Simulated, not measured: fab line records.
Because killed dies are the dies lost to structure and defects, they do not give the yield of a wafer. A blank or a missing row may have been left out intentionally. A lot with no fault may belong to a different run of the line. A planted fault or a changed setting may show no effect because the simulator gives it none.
fab line records	flow n5-finfet
record lots=7	wafers=21
route steps=1938 shown BEOL_M2@851 BEOL_M3@980 BEOL_M4@1031 PASSIVATION@1936
start-h: the number of hours between the record's first day and the start of the first shown wafer of the lot	wait-h: hours since the lot's step before	" repeats the value in the row above	L1.1+2: a row that stands for several wafers	- value missing, or start not given	* or withheld: withheld	< > ~ a bound
route shown NAME@n: names a module that has steps shown in the file, with the first one's number in the route	usual: mean and standard deviation over wafers with no fault	same: alike in all rows	chamber/n: place in a boat	sites: the reading at each site	_std_site: how widely they spread, as a standard deviation	_edge_site: inner sites' mean taken away from outer sites' mean	radius-mm: how far each site lies from the wafer's centre	mask NAME#n: copy n	behind: the tool/chamber that last shaped the wafer	hold: cause of the lot's hold/its duration in hours/its outcome	device: whichever transistor did not switch (one of n, p or np)	end of line: the tests these same wafers got at the end of their route	a step with no rows: only its recipe	killed: the dies lost at the first sort to structure and to defects; this is not the yield of the wafer	map: shows each die of a wafer: x if killed, . if not, _ if none is there
set.NAME: the setting the step ran with; set.NAME@STEP: the setting that earlier step ran with	model.NAME: the simulator's own value behind a step, which no gauge read
lots run with intentionally changed settings; tables by step, rows by wafer
## steps
# step N5_BEOL_M2_EXPOSE_08
# recipe mask-id=M2	na=0.33	source-shape=dipole	sigma-inner=0.369	sigma-outer=0.767	polarization=unpolarized	dose-mj=41.25
lot.wafer	tool	chamber	start-h	wait-h	mask	set.dose-mj
L074.2	euv-scanner-02	0	136.42	-	M2#0	41.25
L074.4+6	"	0	"	"	M2#0	38.64
L076.1+2	euv-scanner-02	0	152.40	-	M2#0	41.25
L076.4	"	0	"	"	M2#0	42.95
L077.1+2	euv-scanner-02	0	161.12	-	M2#0	38.37
L077.6	"	0	"	"	M2#0	41.25
L085.1+6	euv-scanner-02	0	223.68	-	M2#0	41.25
L085.5	"	0	"	"	M2#0	39.65
L089.1+3+6	euv-scanner-02	0	246.78	-	M2#0	41.25
L096.1+4+5	euv-scanner-01	0	270.48	-	M2#0	43.56
L095.1+6	euv-scanner-02	0	274.50	-	M2#0	41.25
L095.2	"	0	"	"	M2#0	39.4
# step N5_BEOL_M2_PEB_09
# recipe peb-temp-c=100	peb-time-s=60	resist=CAR-EUV
# step N5_BEOL_M2_DEVELOP_10
# recipe develop-time-s=30	developer=TMAH	resist=CAR-EUV	rinse-liquid=surfactant-rinse	dry=air-spin	dev-temp-c=23
# step N5_BEOL_M2_CD_MEAS_11
# recipe target-cd-nm=16.79	landing-energy-ev=500	detector=se-inlens	polarity=opening
# usual cd-nm=16.90/0.23
lot.wafer	tool	chamber	start-h	wait-h	set.dose-mj@BEOL_M2_EXPOSE_08	cd-nm
L074.2	cd-sem-03	0	136.54	-	41.25	16.74
L074.4	"	0	"	"	38.64	15.72
L074.6	"	0	"	"	38.64	15.66
L076.1	cd-sem-01	0	152.53	-	41.25	17.05
L076.2	"	0	"	"	41.25	16.62
L076.4	"	0	"	"	42.95	18.09
L077.1	cd-sem-02	0	161.25	-	38.37	15.61
L077.2	"	0	"	"	38.37	15.26
L077.6	"	0	"	"	41.25	16.91
L085.1	cd-sem-03	0	223.82	-	41.25	16.52
L085.5	"	0	"	"	39.65	16.01
L085.6	"	0	"	"	41.25	16.86
L089.1	cd-sem-01	0	246.91	-	41.25	16.68
L089.3	"	0	"	"	41.25	17.07
L089.6	"	0	"	"	41.25	16.50
L096.1	cd-sem-03	0	270.61	-	43.56	17.85
L096.4	"	0	"	"	43.56	17.83
L096.5	"	0	"	"	43.56	17.79
L095.1	cd-sem-03	0	274.63	-	41.25	17.00
L095.2	"	0	"	"	39.4	15.83
L095.6	"	0	"	"	41.25	16.58
# step N5_BEOL_M2_DESCUM_16
# recipe chemistry=O2	time-s=7	source-power-w=50	bias-power-w=20	pressure-mtorr=20	rf-frequency-hz=2.712e+07	temp-c=40	resist=CAR-EUV	o2-flow-sccm=225
# step N5_BEOL_M2_ETCH_74
# recipe chemistry=N2/H2	target=underlayer	target-depth-a=65	mask-material=CAR-EUV	time-s=5.2	ion-energy-ev=200	pressure-mtorr=30	source-w=840	bias-w=150	n2-flow-sccm=200	h2-flow-sccm=200	ends=cleared
lot.wafer	tool	chamber	start-h	wait-h	set.dose-mj@BEOL_M2_EXPOSE_08	model.BEOL_M2.cd-offset-nm
L074.2	rie-diel-06	3	136.83	0.0	41.25	0.2
L074.4	"	0	"	"	38.64	-1.2
L074.6	"	0	"	"	38.64	-1.4
L076.1+2	rie-diel-01	1,0	152.70	0.0	41.25	0
L076.4	"	3	"	"	42.95	1
L077.1	rie-diel-01	2	161.41	0.0	38.37	-1.4
L077.2	"	1	"	"	38.37	-1.6
L077.6	"	0	"	"	41.25	0
L085.1+6	rie-diel-04	1,0	223.97	0.0	41.25	0
L085.5	"	3	"	"	39.65	-0.8
L089.1+6	rie-diel-04	1,2	247.08	0.0	41.25	0.2
L089.3	"	0	"	"	41.25	0
L096.1+5	rie-diel-04	3,2	270.77	0.0	43.56	1.2
L096.4	"	2	"	"	43.56	1
L095.1	rie-diel-06	0	274.78	0.0	41.25	0.4
L095.2	"	1	"	"	39.4	-1.2
L095.6	"	3	"	"	41.25	0
# step N5_BEOL_M2_ETCH_63
# recipe chemistry=CF4	target=SiARC	target-depth-a=156	mask-material=CAR-EUV	time-s=26	ion-energy-ev=80	pressure-mtorr=40	source-w=545	bias-w=36	Ar_flow_sccm=100	cf4-flow-sccm=100	ends=cleared
# step N5_BEOL_M2_ETCH_64
# recipe chemistry=N2/H2	target=SOC	target-depth-a=750	overetch-a=225	mask-material=SiARC	temp-c=40	time-s=121.9	ion-energy-ev=200	pressure-mtorr=30	source-w=840	bias-w=150	n2-flow-sccm=200	h2-flow-sccm=200
# step N5_BEOL_M2_HM_OPEN_17
# recipe chemistry=Cl2/BCl3	target-depth-a=200	overetch-a=60	target=TiN	mask-material=SOC	ion-energy-ev=150	pressure-mtorr=10	icp-w=1000	bias-w=126	Cl2_flow_sccm=53.25	bcl3-flow-sccm=21.75	Ar_flow_sccm=25
# step N5_BEOL_M2_STRIP_19
# recipe chemistry=O2	power-w=400	temp-c=40	pressure-mtorr=30	rf-frequency-hz=6e+07	bias-power-w=0	overash-fraction=0.2	o2-flow-sccm=225
# step N5_BEOL_M2_CD_MEAS_18
# recipe pitch-nm=36	target-cd-nm=18
# usual cd-nm=18.1/0.36
lot.wafer	tool	chamber	start-h	wait-h	set.dose-mj@BEOL_M2_EXPOSE_08	cd-nm
L074.2	cd-sem-01	-	137.28	0.1	41.25	18.6
L074.4	"	-	"	"	38.64	16.4
L074.6	"	-	"	"	38.64	16.2
L076.1	cd-sem-01	-	153.10	0.0	41.25	18.0
L076.2	"	-	"	"	41.25	18.1
L076.4	"	-	"	"	42.95	19.2
L077.1	cd-sem-02	-	161.81	0.0	38.37	16.6
L077.2	"	-	"	"	38.37	16.7
L077.6	"	-	"	"	41.25	18.1
L085.1	cd-sem-01	-	224.39	0.1	41.25	18.0
L085.5	"	-	"	"	39.65	17.1
L085.6	"	-	"	"	41.25	18.1
L089.1	cd-sem-03	-	247.48	0.0	41.25	18.2
L089.3	"	-	"	"	41.25	18.1
L089.6	"	-	"	"	41.25	17.7
L096.1	cd-sem-01	-	271.26	0.0	43.56	18.7
L096.4	"	-	"	"	43.56	18.7
L096.5	"	-	"	"	43.56	19.2
L095.1	cd-sem-01	-	275.30	0.0	41.25	18.1
L095.2	"	-	"	"	39.4	17.1
L095.6	"	-	"	"	41.25	18.0
# step N5_BEOL_M2_EXPOSE_25
# recipe mask-id=V1	na=0.33	source-shape=quasar	sigma-inner=0.2	sigma-outer=0.8	polarization=unpolarized	defocus-nm=5	dose-mj=63
lot.wafer	tool	chamber	start-h	wait-h	mask	set.dose-mj
L074.2+4+6	euv-scanner-02	0	137.59	-	V1#0	63
L076.1+4	euv-scanner-02	0	153.40	-	V1#0	63
L076.2	"	0	"	"	V1#0	66.9
L077.1+2	euv-scanner-01	0	162.10	-	V1#0	66.3
L077.6	"	0	"	"	V1#0	63
L085.1+5+6	euv-scanner-01	0	224.56	-	V1#0	63
L089.1+3+6	euv-scanner-02	0	247.65	-	V1#0	63
L096.1+5	euv-scanner-02	0	271.56	-	V1#0	63
L096.4	"	0	"	"	V1#0	64.27
L095.1+6	euv-scanner-01	0	275.60	-	V1#0	63
L095.2	"	0	"	"	V1#0	58.87
# step N5_BEOL_M2_PEB_26
# recipe peb-temp-c=100	peb-time-s=60	resist=CAR-EUV
# step N5_BEOL_M2_DEVELOP_27
# recipe develop-time-s=30	developer=TMAH	resist=CAR-EUV	rinse-liquid=surfactant-rinse	dry=air-spin	dev-temp-c=23
# step N5_BEOL_M2_CD_MEAS_28
# recipe target-cd-nm=26.2	landing-energy-ev=500	detector=se-inlens	target-cd-y-nm=24.1	polarity=opening
# usual cd-nm=26.17/0.23
lot.wafer	tool	chamber	start-h	wait-h	set.dose-mj@BEOL_M2_EXPOSE_25	cd-nm
L074.2	cd-sem-02	0	137.73	-	63	26.04
L074.4	"	0	"	"	63	26.10
L074.6	"	0	"	"	63	26.21
L076.1	cd-sem-02	0	153.55	-	63	25.93
L076.2	"	0	"	"	66.9	27.35
L076.4	"	0	"	"	63	26.30
L077.1	cd-sem-01	0	162.25	-	66.3	26.97
L077.2	"	0	"	"	66.3	26.91
L077.6	"	0	"	"	63	25.88
L085.1	cd-sem-03	0	224.71	-	63	25.90
L085.5	"	0	"	"	63	26.16
L085.6	"	0	"	"	63	25.98
L089.1	cd-sem-03	0	247.80	-	63	26.00
L089.3	"	0	"	"	63	26.08
L089.6	"	0	"	"	63	25.88
L096.1	cd-sem-03	0	271.71	-	63	26.18
L096.4	"	0	"	"	64.27	26.94
L096.5	"	0	"	"	63	26.14
L095.1	cd-sem-03	0	275.75	-	63	26.17
L095.2	"	0	"	"	58.87	24.75
L095.6	"	0	"	"	63	26.06
# step N5_BEOL_M2_ETCH_70
# recipe chemistry=N2/H2	target=SOC	target-depth-a=800	overetch-a=240	mask-material=SiARC	temp-c=40	time-s=130	ion-energy-ev=200	pressure-mtorr=30	source-w=840	bias-w=150	n2-flow-sccm=200	h2-flow-sccm=200
# usual rf-vpp-V=525.5/2
lot.wafer	tool	chamber	start-h	wait-h	set.source-w	rf-vpp-V
L074.2	rie-diel-01	3	147.89	0.0	840	526.1
L074.4	"	0	"	"	840	528.5
L074.6	"	3	"	"	840	526.0
L076.1	rie-diel-04	0	163.92	0.0	840	525.1
L076.2	"	3	"	"	840	527.0
L076.4	"	1	"	"	840	525.5
L077.1	rie-diel-01	0	172.30	0.0	840	530.1
L077.2	"	1	"	"	970.2	501.7
L077.6	"	0	"	"	970.2	505.3
L085.1	rie-diel-01	0	239.48	0.0	840	527.5
L085.5	"	0	"	"	840	527.5
L085.6	"	3	"	"	733.3	549.8
L089.1	rie-diel-06	1	252.71	0.0	840	525.9
L089.3	"	3	"	"	840	520.4
L089.6	"	2	"	"	840	526.9
L096.1	rie-diel-04	1	276.40	0.0	840	525.7
L096.4	"	2	"	"	840	523.1
L096.5	"	1	"	"	840	525.1
L095.1	rie-diel-01	1	278.76	0.0	840	526.6
L095.2	"	0	"	"	840	527.7
L095.6	"	2	"	"	766.8	542.4
# step N5_BEOL_M2_STRIP_71
# recipe chemistry=N2/H2	temp-c=40	n2-flow-sccm=200	h2-flow-sccm=200	rf-frequency-hz=6e+07
# step N5_BEOL_M2_STRIP_78
# recipe chemistry=N2/H2	temp-c=40	n2-flow-sccm=200	h2-flow-sccm=200	rf-frequency-hz=6e+07
# step N5_BEOL_M2_PRECLEAN_42
# recipe chemistry=residue-remover	time-s=60	temp-c=40
# step N5_BEOL_M2_SRD_43
# recipe time-s=30	temp-c=23	rinse-liquid=diw	dry=ipa-marangoni
# step N5_BEOL_M2_CD_MEAS_35
# recipe target-cd-nm=18	target-cd-y-nm=22.2	polarity=opening
# usual cd-nm=18.1/0.33
lot.wafer	tool	chamber	start-h	wait-h	set.dose-mj@BEOL_M2_EXPOSE_08	cd-nm
L074.2	cd-sem-01	-	148.41	0.0	41.25	18.3
L074.4	"	-	"	"	38.64	16.6
L074.6	"	-	"	"	38.64	16.6
L076.1	cd-sem-01	-	164.43	0.0	41.25	18.1
L076.2	"	-	"	"	41.25	18.0
L076.4	"	-	"	"	42.95	19.2
L077.1	cd-sem-03	-	172.82	0.0	38.37	16.4
L077.2	"	-	"	"	38.37	16.2
L077.6	"	-	"	"	41.25	18.3
L085.1	cd-sem-01	-	240.00	0.0	41.25	18.2
L085.5	"	-	"	"	39.65	17.2
L085.6	"	-	"	"	41.25	18.5
L089.1	cd-sem-02	-	253.23	0.0	41.25	17.9
L089.3	"	-	"	"	41.25	17.7
L089.6	"	-	"	"	41.25	17.9
L096.1	cd-sem-01	-	276.91	0.0	43.56	18.7
L096.4	"	-	"	"	43.56	19.0
L096.5	"	-	"	"	43.56	18.7
L095.1	cd-sem-02	-	279.27	0.0	41.25	17.4
L095.2	"	-	"	"	39.4	17.2
L095.6	"	-	"	"	41.25	17.9
# step N5_BEOL_M3_TRENCH_ETCH_37
# recipe chemistry=C4F6/O2	target-depth-a=555.55	target=SiOC	time-s=29.2	ion-energy-ev=250	pressure-mtorr=30	source-w=355	bias-w=185	Ar_flow_sccm=300	C4F6_flow_sccm=10	O2_flow_sccm=10
# usual rf-vpp-V=675/8.9
lot.wafer	tool	chamber	start-h	wait-h	set.bias-w	rf-vpp-V
L074.2	rie-diel-05	0	-	-	185	660
L074.4	"	1	"	"	185	683
L074.6	"	2	"	"	185	681
L076.1	rie-diel-05	1	-	-	185	682
L076.2	"	0	"	"	185	661
L076.4	"	1	"	"	185	683
L077.1	rie-diel-03	3	-	-	185	686
L077.2	"	0	"	"	218.1	779
L077.6	"	0	"	"	185	683
L085.1	rie-diel-05	2	-	-	185	676
L085.5	"	0	"	"	185	658
L085.6	"	2	"	"	185	676
L089.1	rie-diel-02	1	-	-	185	670
L089.3	"	2	"	"	185	673
L089.6	"	1	"	"	185	670
L095.1	rie-diel-02	0	-	-	185	675
L095.2	"	1	"	"	185	671
L095.6	"	1	"	"	185	671
L096.1	rie-diel-02	3	-	-	185	664
L096.4	"	1	"	"	195.2	701
L096.5	"	3	"	"	185	664
# step N5_BEOL_M4_EXPOSE_08
# recipe mask-id=M4	na=0.33	source-shape=dipole	sigma-inner=0.369	sigma-outer=0.767	polarization=unpolarized	dose-mj=41.25
lot.wafer	tool	chamber	start-h	wait-h	mask	set.dose-mj
L074.2+4+6	euv-scanner-01	0	167.51	-	M4#0	41.25
L076.1+2+4	euv-scanner-02	0	184.54	-	M4#0	41.25
L077.1+2+6	euv-scanner-01	0	191.55	-	M4#0	41.25
L085.1+6	euv-scanner-01	0	279.58	-	M4#0	41.25
L085.5	"	0	"	"	M4#0	43.02
L089.1+3+6	euv-scanner-01	0	283.69	-	M4#0	41.25
L095.1+2+6	euv-scanner-02	0	303.81	-	M4#0	41.25
L096.1	euv-scanner-02	0	304.63	-	M4#0	38.71
L096.4+5	"	0	"	"	M4#0	41.25
# step N5_BEOL_M4_PEB_09
# recipe peb-temp-c=100	peb-time-s=60	resist=CAR-EUV
# step N5_BEOL_M4_DEVELOP_10
# recipe develop-time-s=30	developer=TMAH	resist=CAR-EUV	rinse-liquid=surfactant-rinse	dry=air-spin	dev-temp-c=23
# step N5_BEOL_M4_CD_MEAS_11
# recipe target-cd-nm=16.79	landing-energy-ev=500	detector=se-inlens	polarity=opening
# usual cd-nm=16.79/0.22
lot.wafer	tool	chamber	start-h	wait-h	set.dose-mj@BEOL_M4_EXPOSE_08	cd-nm
L074.2	cd-sem-01	0	167.63	-	41.25	16.93
L074.4	"	0	"	"	41.25	16.60
L074.6	"	0	"	"	41.25	16.79
L076.1	cd-sem-03	0	184.68	-	41.25	16.82
L076.2	"	0	"	"	41.25	16.68
L076.4	"	0	"	"	41.25	16.97
L077.1	cd-sem-02	0	191.68	-	41.25	16.63
L077.2	"	0	"	"	41.25	16.43
L077.6	"	0	"	"	41.25	16.77
L085.1	cd-sem-01	0	279.71	-	41.25	16.70
L085.5	"	0	"	"	43.02	17.29
L085.6	"	0	"	"	41.25	16.53
L089.1	cd-sem-02	0	283.82	-	41.25	16.63
L089.3	"	0	"	"	41.25	16.71
L089.6	"	0	"	"	41.25	16.35
L095.1	cd-sem-02	0	303.94	-	41.25	16.91
L095.2	"	0	"	"	41.25	17.01
L095.6	"	0	"	"	41.25	16.95
L096.1	cd-sem-01	0	304.76	-	38.71	15.41
L096.4	"	0	"	"	41.25	16.72
L096.5	"	0	"	"	41.25	16.97
# step N5_BEOL_M4_DESCUM_16
# recipe chemistry=O2	time-s=7	source-power-w=50	bias-power-w=20	pressure-mtorr=20	rf-frequency-hz=2.712e+07	temp-c=40	resist=CAR-EUV	o2-flow-sccm=225
# step N5_BEOL_M4_ETCH_74
# recipe chemistry=N2/H2	target=underlayer	target-depth-a=65	mask-material=CAR-EUV	time-s=5.2	ion-energy-ev=200	pressure-mtorr=30	source-w=840	bias-w=150	n2-flow-sccm=200	h2-flow-sccm=200	ends=cleared
lot.wafer	tool	chamber	start-h	wait-h	set.dose-mj@BEOL_M4_EXPOSE_08	model.BEOL_M4.cd-offset-nm
L074.2+4+6	rie-diel-06	1,2,1	168.00	0.0	41.25	0
L076.1+2+4	rie-diel-01	2,1,2	184.83	0.0	41.25	0.2
L077.1	rie-diel-04	1	191.94	0.0	41.25	-0.2
L077.2	"	2	"	"	41.25	0.2
L077.6	"	3	"	"	41.25	0
L085.1+6	rie-diel-04	3	279.87	0.0	41.25	0
L085.5	"	0	"	"	43.02	0.8
L089.1+3	rie-diel-04	2,0	284.02	0.0	41.25	0
L089.6	"	3	"	"	41.25	-0.2
L095.1+6	rie-diel-06	3,2	304.09	0.0	41.25	0
L095.2	"	2	"	"	41.25	0.2
L096.1	rie-diel-06	0	304.92	0.0	38.71	-1.2
L096.4	"	2	"	"	41.25	0
L096.5	"	0	"	"	41.25	0.2
# step N5_BEOL_M4_ETCH_63
# recipe chemistry=CF4	target=SiARC	target-depth-a=156	mask-material=CAR-EUV	time-s=26	ion-energy-ev=80	pressure-mtorr=40	source-w=545	bias-w=36	Ar_flow_sccm=100	cf4-flow-sccm=100	ends=cleared
lot.wafer	tool	chamber	start-h	wait-h	set.dose-mj@BEOL_M4_EXPOSE_08	model.BEOL_M4.cd-offset-nm
L074.2	rie-diel-06	1	168.02	0.0	41.25	0.2
L074.4+6	"	2,1	"	"	41.25	0
L076.1+4	rie-diel-01	2	184.85	0.0	41.25	0.2
L076.2	"	1	"	"	41.25	0.4
L077.1	rie-diel-04	1	191.96	0.0	41.25	-0.2
L077.2+6	"	2,3	"	"	41.25	0
L085.1+6	rie-diel-04	3	279.88	0.0	41.25	0
L085.5	"	0	"	"	43.02	1
L089.1+3	rie-diel-04	2,0	284.03	0.0	41.25	0
L089.6	"	3	"	"	41.25	-0.2
L095.1+6	rie-diel-06	3,2	304.11	0.0	41.25	0
L095.2	"	2	"	"	41.25	0.2
L096.1	rie-diel-06	0	304.93	0.0	38.71	-1.2
L096.4+5	"	2,0	"	"	41.25	0.2
# step N5_PASSIVATION_PROBE_49
# usual defect-limited-yield=91.3/1.4	killed-dies=103/17	sort-yield-pct=91.2/1.4
lot.wafer	tool	chamber	start-h	wait-h	set.dose-mj@BEOL_M2_EXPOSE_08	set.icp-w@FIN_SAQP_FIN_ETCH_36	defect-limited-yield[%]	killed-dies	sort-yield-pct[%]
L074.2	prober-01	-	294.17	0.1	41.25	702.1	93.9	72	93.9
L074.4	prober-01	-	294.27	0.2	38.64	800	0.8	1170	0.8
L074.6	prober-01	-	294.37	0.3	38.64	800	0.9	1169	0.9
L076.1	prober-01	-	298.05	0.0	41.25	675.6	88.8	132	88.8
L076.2	prober-01	-	298.10	0.1	41.25	675.6	90.7	110	90.7
L076.4	prober-01	-	298.20	0.2	42.95	800	80.1	235	80.1
L077.1	prober-02	-	323.36	0.4	38.37	800	0	1180	0
L077.2	prober-02	-	323.41	0.5	38.37	800	0	1180	0
L077.6	prober-02	-	323.61	0.7	41.25	800	88.7	133	88.7
L085.1	prober-01	-	399.57	0.0	41.25	800	74.8	297	74.8
L085.5	prober-01	-	399.77	0.2	39.65	751.8	58.0	496	58.0
L085.6	prober-01	-	399.82	0.3	41.25	751.8	89.7	121	89.7
L089.1	prober-01	-	416.60	0.0	41.25	800	90.4	113	90.4
L089.3	prober-01	-	416.70	0.1	41.25	800	92.5	88	92.5
L089.6	prober-01	-	416.85	0.3	41.25	800	91.4	102	91.4
L095.1	prober-01	-	450.28	0.0	41.25	755.9	91.6	99	91.6
L095.2	prober-01	-	450.33	0.1	39.4	755.9	61.9	450	61.8
L095.6	prober-01	-	450.53	0.3	41.25	800	92.8	85	92.8
L096.1	prober-01	-	454.29	0.0	43.56	881.6	1.9	1158	1.9
L096.4	prober-01	-	454.44	0.2	43.56	800	33.8	781	33.8
L096.5	prober-01	-	454.49	0.2	43.56	800	37.7	735	37.7
## key
split step=N5_BEOL_M2_EXPOSE_08	setting=dose-mj	stated=41.25	by=wafer
response step=N5_BEOL_M2_CD_MEAS_11	reading=cd-nm	change=+0.206	per=1%	r=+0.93
response step=N5_BEOL_M2_ETCH_74	reading=model.BEOL_M2.cd-offset-nm	change=+0.237	per=1%	r=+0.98
response step=N5_BEOL_M2_CD_MEAS_18	reading=cd-nm	change=+0.264	per=1%	r=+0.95
response step=N5_BEOL_M2_CD_MEAS_35	reading=cd-nm	change=+0.252	per=1%	r=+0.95
response step=N5_PASSIVATION_PROBE_49	reading=defect-limited-yield	slope=+10.1	per=1%	together-with=icp-w@FIN_SAQP_FIN_ETCH_36	explained=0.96
response step=N5_PASSIVATION_PROBE_49	reading=killed-dies	slope=-120	per=1%	together-with=icp-w@FIN_SAQP_FIN_ETCH_36	explained=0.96
response step=N5_PASSIVATION_PROBE_49	reading=sort-yield-pct	slope=+10.1	per=1%	together-with=icp-w@FIN_SAQP_FIN_ETCH_36	explained=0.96
split step=N5_BEOL_M2_EXPOSE_25	setting=dose-mj	stated=63	by=wafer
response step=N5_BEOL_M2_CD_MEAS_28	reading=cd-nm	change=+0.21	per=1%	r=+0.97
split step=N5_BEOL_M2_ETCH_70	setting=source-w	stated=840	by=wafer
response step=N5_BEOL_M2_ETCH_70	reading=rf-vpp-V	change=-1.74	per=1%	r=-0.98
split step=N5_BEOL_M3_TRENCH_ETCH_37	setting=bias-w	stated=185	by=wafer
response step=N5_BEOL_M3_TRENCH_ETCH_37	reading=rf-vpp-V	change=+5.39	per=1%	r=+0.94
split step=N5_BEOL_M4_EXPOSE_08	setting=dose-mj	stated=41.25	by=wafer
response step=N5_BEOL_M4_CD_MEAS_11	reading=cd-nm	change=+0.208	per=1%	r=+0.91
response step=N5_BEOL_M4_ETCH_74	reading=model.BEOL_M4.cd-offset-nm	change=+0.203	per=1%	r=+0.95
response step=N5_BEOL_M4_ETCH_63	reading=model.BEOL_M4.cd-offset-nm	change=+0.229	per=1%	r=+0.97
split outside-this-file step=N5_FIN_SAQP_FIN_ETCH_36 setting=icp-w
# split outside-this-file: this setting was split too, and the file shows its column; the key of that split is in another file
